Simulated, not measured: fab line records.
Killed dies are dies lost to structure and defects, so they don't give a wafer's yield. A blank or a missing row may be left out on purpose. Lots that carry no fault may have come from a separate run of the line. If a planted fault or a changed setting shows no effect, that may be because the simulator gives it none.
Chamber matching | flow n5_finfet | N5_FIN_SAQP_SPACER1_ALD_24 on ald_sin-01: 4 sister chambers
The step deposits SiO2, target thk 20.3 nm, pulse time 1 s, purge time 2 s. 4 wafers are shown with their chamber, then 9 later ones without.

EACH WAFER AND ITS CHAMBER
wafer  | chamber | heater_power_w (W)
L083.2 | 1       | 396
L090.1 | 3       | 510
L090.2 | 2       | 428
L090.3 | 0       | 438

WAFERS WITHOUT THEIR CHAMBER
wafer  | heater_power_w (W)
L092.4 | 435
L092.5 | 411
L092.6 | 439
L094.1 | 426
L094.2 | 410
L094.3 | 496
L097.1 | 430
L097.3 | 438
L097.6 | 520

EACH ONE'S CHAMBER
wafer  | from the rows above          | in truth
L092.4 | can't be placed: 0 or 2      | 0
L092.5 | can't be placed: 1 or 2 or 0 | 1
L092.6 | can't be placed: 0 or 2      | 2
L094.1 | can't be placed: 2 or 0      | 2
L094.2 | can't be placed: 1 or 2 or 0 | 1
L094.3 | 3                            | 3
L097.1 | can't be placed: 2 or 0      | 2
L097.3 | can't be placed: 0 or 2      | 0
L097.6 | 3                            | 3
Correctly placed: 2 of 9. Not placeable from these rows: 7 (in 7, the candidates include the true chamber). Wrongly placed: 0.
How it was worked out, from the rows above alone: a wafer's distance from a chamber is the root of the sum, over the readings, of the square of ((its reading less the chamber's mean) divided by the reading's scatter). If the next closest chamber is less than 2 further off than the closest, the wafer can't be placed; otherwise it belongs to the closest. Each chamber's mean is taken over the wafers shown for it. The scatter (one wafer shown for each chamber): square how far every hidden wafer sits from the nearest shown wafer, average those squares and take the square root.
